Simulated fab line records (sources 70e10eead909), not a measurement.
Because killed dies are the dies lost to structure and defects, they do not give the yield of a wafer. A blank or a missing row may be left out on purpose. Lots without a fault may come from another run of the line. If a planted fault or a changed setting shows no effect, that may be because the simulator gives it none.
Which tool is to blame? -- flow nand harc -- 24 lots, 72 wafers sampled, at 6 steps of a route of 1302

== WHAT EACH GAUGE READ, for each wafer ==
The record holds no reading of a measuring or inspecting step that can be judged against a usual standard deviation.

== EACH LOT AND THE TOOL THAT RAN IT (in order: tool; ch and the chambers of the sampled wafers; start) ==
lot,NHARC_A_CONTACT_ETCH_89,NHARC_A_CONTACT_ETCH_135,NHARC_A_CONTACT_ETCH_136,NHARC_A_BLC_STRIP_21,NHARC_A_BLC_PVD_32,NHARC_A_M0_ETCH_34
L074,"rie diel-13 ch 0,3, day 22 07:20 or earlier","har cap etch-02 ch 0,1, day 22 07:20","har cap etch-02 ch 0,1, day 22 07:36","rie diel-03 ch 1,3, day 22 13:29","pvd sputter-03, day 22 16:23 or earlier","rie diel-02 ch 0,1,3, day 22 16:23"
L075,"rie diel-13 ch 1,2,3, day 22 10:15 or earlier","har cap etch-03 ch 1, day 22 10:15","har cap etch-03 ch 1, day 22 10:32","rie diel-12 ch 0,3, day 22 16:30","pvd sputter-03, day 22 19:56 or earlier","rie diel-08 ch 0,2, day 22 19:56"
L076,"rie diel-10 ch 0,1,2, day 22 21:00 or earlier","har cap etch-01 ch 0,1, day 22 21:00","har cap etch-01 ch 0,1, day 22 21:17","rie diel-03 ch 0,2,3, day 23 03:01","pvd sputter-01, day 23 06:00 or earlier","rie diel-09 ch 2,3, day 23 06:00"
L077,"rie diel-13 ch 0,2,3, day 23 23:52 or earlier","har cap etch-02 ch 0, day 23 23:52","har cap etch-02 ch 0, day 24 00:08","rie diel-03 ch 1,2, day 24 07:01","pvd sputter-01, day 24 10:34 or earlier","rie diel-08 ch 0,2, day 24 10:34"
L079,"rie diel-13 ch 0,1,2, day 24 03:40 or earlier","har cap etch-01 ch 0,1, day 24 03:40","har cap etch-01 ch 0,1, day 24 03:56","rie diel-12 ch 0,1, day 24 09:50","pvd sputter-02, day 24 12:49 or earlier","rie diel-08 ch 0,3, day 24 12:49"
L078,"rie diel-13 ch 0,1,3, day 24 08:37 or earlier","har cap etch-02 ch 0,1, day 24 08:37","har cap etch-02 ch 0,1, day 24 08:53","rie diel-03 ch 0,2,3, day 24 14:35","pvd sputter-02, day 24 17:33 or earlier","rie diel-02 ch 0,1, day 24 17:33"
L080,"rie diel-10 ch 1,2,3, day 24 21:27 or earlier","har cap etch-01 ch 0,1, day 24 21:27","har cap etch-01 ch 0,1, day 24 21:43","rie diel-12 ch 0,3, day 25 03:25","pvd sputter-01, day 25 06:17 or earlier","rie diel-08 ch 0,1,2, day 25 06:17"
L082,"rie diel-13 ch 0,1, day 25 18:58 or earlier","har cap etch-01 ch 0,1, day 25 18:58","har cap etch-01 ch 0,1, day 25 19:14","rie diel-03 ch 1,2, day 26 01:09","pvd sputter-03, day 26 04:08 or earlier","rie diel-08 ch 0,1,2, day 26 04:08"
L081,"rie diel-13 ch 0,2,3, day 25 20:24 or earlier","har cap etch-03 ch 0,1, day 25 20:24","har cap etch-03 ch 0,1, day 25 20:40","rie diel-07 ch 0,1,2, day 26 02:30","pvd sputter-02, day 26 05:28 or earlier","rie diel-08 ch 1,2, day 26 05:28"
L084,"rie diel-11 ch 0,1,2, day 26 00:33 or earlier","har cap etch-02 ch 0,1, day 26 00:33","har cap etch-02 ch 0,1, day 26 00:49","rie diel-12 ch 1,3, day 26 06:54","pvd sputter-01, day 26 09:50 or earlier","rie diel-08 ch 0,3, day 26 09:50"
L083,"rie diel-13 ch 1,2,3, day 26 01:50 or earlier","har cap etch-01 ch 0,1, day 26 01:50","har cap etch-01 ch 0,1, day 26 02:06","rie diel-12 ch 1,2,3, day 26 08:00","pvd sputter-02, day 26 10:58 or earlier","rie diel-08 ch 0,1,3, day 26 10:58"
L085,"rie diel-11 ch 0,3, day 27 04:09 or earlier","har cap etch-03 ch 0,1, day 27 04:09","har cap etch-03 ch 0,1, day 27 04:31","rie diel-07 ch 0,1,3, day 27 10:35","pvd sputter-01, day 27 13:49 or earlier","rie diel-08 ch 0,1,2, day 27 13:49"
L086,"rie diel-13 ch 0,2,3, day 27 05:59 or earlier","har cap etch-03 ch 0,1, day 27 05:59","har cap etch-03 ch 0,1, day 27 06:15","rie diel-12 ch 0,1, day 27 12:04","pvd sputter-02, day 27 15:04 or earlier","rie diel-08 ch 2,3, day 27 15:04"
L088,"rie diel-11 ch 2,3, day 27 21:06 or earlier","har cap etch-01 ch 1, day 27 21:06","har cap etch-01 ch 1, day 27 21:22","rie diel-12 ch 2,3, day 28 04:55","pvd sputter-02, day 28 08:06 or earlier","rie diel-02 ch 1,2,3, day 28 08:06"
L087,"rie diel-13 ch 2,3, day 27 22:38 or earlier","har cap etch-03 ch 0,1, day 27 22:38","har cap etch-03 ch 0,1, day 27 22:54","rie diel-12 ch 0,2,3, day 28 04:41","pvd sputter-03, day 28 07:40 or earlier","rie diel-02 ch 1,2,3, day 28 07:40"
L089,"rie diel-13 ch 1,2,3, day 27 23:52 or earlier","har cap etch-02 ch 0,1, day 27 23:52","har cap etch-02 ch 0,1, day 28 00:08","rie diel-12 ch 1,2,3, day 28 05:51","pvd sputter-02, day 28 09:24 or earlier","rie diel-08 ch 0,1,2, day 28 09:24"
L090,"rie diel-11 ch 0,3, day 29 00:22 or earlier","har cap etch-02 ch 0,1, day 29 00:22","har cap etch-02 ch 0,1, day 29 00:38","rie diel-03 ch 1,2, day 29 06:32","pvd sputter-02, day 29 10:25 or earlier","rie diel-02 ch 0,1,2, day 29 10:25"
L091,"rie diel-10 ch 1,3, day 29 04:38 or earlier","har cap etch-02 ch 0,1, day 29 04:38","har cap etch-02 ch 0,1, day 29 04:55","rie diel-03 ch 0,1,2, day 29 10:54","pvd sputter-02, day 29 13:50 or earlier","rie diel-08 ch 1,3, day 29 13:50"
L093,"rie diel-11 ch 1,2,3, day 29 16:41 or earlier","har cap etch-03 ch 0,1, day 29 16:41","har cap etch-03 ch 0,1, day 29 16:57","rie diel-03 ch 0,1,2, day 29 22:39","pvd sputter-03, day 30 01:54 or earlier","rie diel-08 ch 0,1, day 30 01:54"
L092,"rie diel-13 ch 0,1, day 29 20:16 or earlier","har cap etch-02 ch 0,1, day 29 20:16","har cap etch-02 ch 0,1, day 29 20:32","rie diel-12 ch 0,2,3, day 30 02:19","pvd sputter-01, day 30 05:15 or earlier","rie diel-09 ch 0,1,2, day 30 05:15"
L094,"rie diel-10 ch 1,3, day 30 09:15 or earlier","har cap etch-02 ch 0, day 30 09:15","har cap etch-02 ch 0, day 30 09:31","rie diel-12 ch 2,3, day 30 15:13","pvd sputter-02, day 30 18:18 or earlier","rie diel-09 ch 0,1, day 30 18:18"
L095,"rie diel-10 ch 0,3, day 30 23:16 or earlier","har cap etch-01 ch 0, day 30 23:16","har cap etch-01 ch 0, day 30 23:32","rie diel-07 ch 0,2,3, day 31 05:26","pvd sputter-01, day 31 09:04 or earlier","rie diel-02 ch 0,1,3, day 31 09:04"
L097,"rie diel-13 ch 0,1, day 31 05:18 or earlier","har cap etch-02 ch 1, day 31 05:18","har cap etch-02 ch 1, day 31 05:40","rie diel-12 ch 0,2, day 31 11:53","pvd sputter-01, day 31 14:50 or earlier","rie diel-08 ch 0,1,3, day 31 14:50"
L096,"rie diel-13 ch 0,2,3, day 31 11:26 or earlier","har cap etch-01 ch 1, day 31 11:26","har cap etch-01 ch 1, day 31 11:42","rie diel-07 ch 1,2,3, day 31 17:32","pvd sputter-02, day 31 20:37 or earlier","rie diel-08 ch 1,3, day 31 20:37"
- NHARC_A_CONTACT_ETCH_89: etches the open film in N2/H2, target depth 260 nm, time 475.3 s.
- NHARC_A_CONTACT_ETCH_135: etches the open film in C4F8/O2/Ar, time 311 s, target depth 1912 nm.
- NHARC_A_CONTACT_ETCH_136: etches the open film in C4F8/O2/Ar, time 311 s, target depth 1912 nm.
- NHARC_A_BLC_STRIP_21: strips in O2.
- NHARC_A_BLC_PVD_32: deposits Ti, target thk 5 nm, time 17.7 s.
- NHARC_A_M0_ETCH_34: etches the open film in N2/H2, target depth 40 nm, overetch 12 nm, time 43.94 s.

== AS READ BY THE TOOLS THEMSELVES (means over the sampled wafers that have a number; for cases with no such wafer, the mark the record gives instead) ==
NHARC_A_CONTACT_ETCH_89. Usual: drypump motor current A 5.8 A, standard deviation 0.52; oes product au 1.002 a.u., standard deviation 0.011; rf vpp V 429.5 V, standard deviation 3; showerhead plenum p Torr 2.01 Torr, standard deviation 0.11; throttle valve pct 14.171 %, standard deviation 0.01.
lot,tool,drypump motor current A (A),oes product au (a.u.),rf vpp V (V),showerhead plenum p Torr (Torr),throttle valve pct (%),flag
L074,rie diel-13,6.1,0.997,432.3,2.09,14.173,
L075,rie diel-13,5.4,1.010,426.7,1.92,14.174,
L076,rie diel-10,6.0,1.006,431.1,2.06,14.179,
L077,rie diel-13,5.9,1.007,430.0,2.01,14.169,
L079,rie diel-13,5.8,1.000,429.3,2.00,14.174,
L078,rie diel-13,5.6,0.993,429.5,2.00,14.172,
L080,rie diel-10,5.9,1.005,430.7,2.07,14.170,
L082,rie diel-13,5.6,0.996,428.5,1.99,14.163,
L081,rie diel-13,5.9,1.002,429.2,2.01,14.179,
L084,rie diel-11,5.8,1.016,430.8,2.05,14.156,
L083,rie diel-13,5.4,0.995,426.9,1.91,14.156,
L085,rie diel-11,6.0,1.010,431.9,2.10,14.169,
L086,rie diel-13,5.8,0.998,429.3,2.00,14.174,
L088,rie diel-11,5.8,1.023,428.2,1.98,14.168,
L087,rie diel-13,5.6,0.994,427.2,1.92,14.168,
L089,rie diel-13,5.4,0.994,427.1,1.91,14.174,
L090,rie diel-11,6.0,1.025,432.6,2.09,14.166,
L091,rie diel-10,6.1,0.994,429.6,1.98,14.177,
L093,rie diel-11,6.1,1.015,429.6,2.01,14.164,
L092,rie diel-13,5.6,0.993,428.5,1.98,14.178,
L094,rie diel-10,6.2,0.998,429.6,2.01,14.175,
L095,rie diel-10,6.2,1.004,430.2,2.01,14.178,
L097,rie diel-13,6.1,1.005,431.2,2.07,14.178,
L096,rie diel-13,5.9,0.998,429.2,2.00,14.177,

NHARC_A_BLC_STRIP_21. Usual: drypump motor current A 5.8 A, standard deviation 0.37; oes product au 0.999 a.u., standard deviation 0.0092; rf vpp V 57.6 V, standard deviation 0.84; showerhead plenum p Torr 3.44 Torr, standard deviation 0.13; throttle valve pct 17.036 %, standard deviation 0.0096.
lot,tool,drypump motor current A (A),oes product au (a.u.),rf vpp V (V),showerhead plenum p Torr (Torr),throttle valve pct (%),flag
L074,rie diel-03,6.1,0.996,58.9,3.64,17.035,
L075,rie diel-12,6.0,1.003,57.7,3.46,17.047,
L076,rie diel-03,5.8,0.993,57.2,3.43,17.043,
L077,rie diel-03,5.5,0.993,57.7,3.52,17.035,
L079,rie diel-12,5.8,0.993,56.8,3.35,17.043,
L078,rie diel-03,5.8,0.992,57.3,3.43,17.034,
L080,rie diel-12,5.8,1.014,57.8,3.48,17.041,
L082,rie diel-03,5.5,1.004,58.3,3.62,17.035,
L081,rie diel-07,5.7,0.999,58.1,3.41,17.040,
L084,rie diel-12,5.6,1.006,57.3,3.43,17.028,
L083,rie diel-12,5.6,1.006,57.4,3.38,17.035,
L085,rie diel-07,5.8,1.004,57.6,3.45,17.034,
L086,rie diel-12,5.8,0.994,57.7,3.35,17.042,
L088,rie diel-12,5.6,1.004,57.0,3.39,17.034,
L087,rie diel-12,5.8,1.010,57.5,3.42,17.043,
L089,rie diel-12,5.6,0.997,56.9,3.38,17.040,
L090,rie diel-03,5.5,0.994,57.6,3.52,17.025,
L091,rie diel-03,5.5,0.996,57.7,3.47,17.033,
L093,rie diel-03,5.5,0.993,58.1,3.47,17.040,
L092,rie diel-12,5.8,1.010,57.5,3.42,17.034,
L094,rie diel-12,5.6,0.996,56.9,3.38,17.037,
L095,rie diel-07,5.6,0.999,57.0,3.54,17.040,
L097,rie diel-12,6.0,1.009,57.6,3.40,17.040,
L096,rie diel-07,6.0,0.996,57.5,3.57,17.036,

NHARC_A_BLC_PVD_32. Usual: throttle valve pct at 29.3 %, with a standard deviation of 0.87.
lot,tool,throttle valve pct (%),flag
L074,pvd sputter-03,29.2,
L075,pvd sputter-03,28.6,
L076,pvd sputter-01,30.0,
L077,pvd sputter-01,30.1,
L079,pvd sputter-02,29.1,
L078,pvd sputter-02,29.6,
L080,pvd sputter-01,29.9,
L082,pvd sputter-03,28.1,
L081,pvd sputter-02,30.0,
L084,pvd sputter-01,29.1,
L083,pvd sputter-02,29.2,
L085,pvd sputter-01,29.2,
L086,pvd sputter-02,29.0,
L088,pvd sputter-02,29.0,
L087,pvd sputter-03,30.1,
L089,pvd sputter-02,29.0,
L090,pvd sputter-02,28.9,
L091,pvd sputter-02,29.0,
L093,pvd sputter-03,29.2,
L092,pvd sputter-01,28.6,
L094,pvd sputter-02,29.0,
L095,pvd sputter-01,29.7,
L097,pvd sputter-01,28.9,
L096,pvd sputter-02,29.1,

NHARC_A_M0_ETCH_34. Usual: drypump motor current A 6.0 A, standard deviation 0.54; oes product au 1.002 a.u., standard deviation 0.0096; rf vpp V 430.7 V, standard deviation 2.5; showerhead plenum p Torr 2.05 Torr, standard deviation 0.087; throttle valve pct 14.171 %, standard deviation 0.0083.
lot,tool,drypump motor current A (A),oes product au (a.u.),rf vpp V (V),showerhead plenum p Torr (Torr),throttle valve pct (%),flag
L074,rie diel-02,5.7,1.002,430.7,2.03,14.171,
L075,rie diel-08,5.8,0.989,433.6,2.15,14.181,
L076,rie diel-09,6.3,1.000,427.1,1.90,14.169,
L077,rie diel-08,6.3,1.010,432.5,2.11,14.173,
L079,rie diel-08,5.9,0.998,430.7,2.06,14.170,
L078,rie diel-02,5.7,0.995,428.6,1.97,14.168,
L080,rie diel-08,6.2,1.006,433.1,2.12,14.176,
L082,rie diel-08,6.2,1.007,432.4,2.12,14.175,
L081,rie diel-08,6.2,0.999,432.6,2.12,14.172,
L084,rie diel-08,6.0,0.990,430.8,2.06,14.177,
L083,rie diel-08,6.3,1.001,430.6,2.07,14.167,
L085,rie diel-08,6.2,1.004,431.8,2.12,14.174,
L086,rie diel-08,5.5,1.009,431.9,2.10,14.170,
L088,rie diel-02,5.7,1.009,428.9,1.99,14.168,
L087,rie diel-02,5.7,1.010,429.3,1.99,14.166,
L089,rie diel-08,6.2,1.012,432.0,2.12,14.162,
L090,rie diel-02,5.7,1.001,428.2,1.94,14.170,
L091,rie diel-08,5.9,0.997,431.0,2.06,14.167,
L093,rie diel-08,6.6,1.002,430.6,2.08,14.170,
L092,rie diel-09,6.0,1.005,429.9,2.02,14.171,
L094,rie diel-09,5.8,1.006,431.3,2.05,14.168,
L095,rie diel-02,5.7,1.001,429.2,2.02,14.172,
L097,rie diel-08,6.3,0.998,430.9,2.07,14.174,
L096,rie diel-08,5.9,1.004,430.1,2.06,14.174,

== THE ANSWER, worked out from the rows above alone ==
Rule: lot off if the mean of its wafers having a number is beyond 3 standard deviations from the usual mean. Also off: a lot with no number at a reading for which 4 or more lots have one. Any other lot the step has rows for is counted as sound. The gauges are gone through in route order, then the tools' own readings, and for those a lot's mean is taken as printed above. At the first step where some lot is off, the reading lying furthest off is the one used; lots without a number count as furthest.
Nothing can be told from this: no lot is off at any reading shown.

== WHAT WAS PUT IN BY THE SIMULATOR ==
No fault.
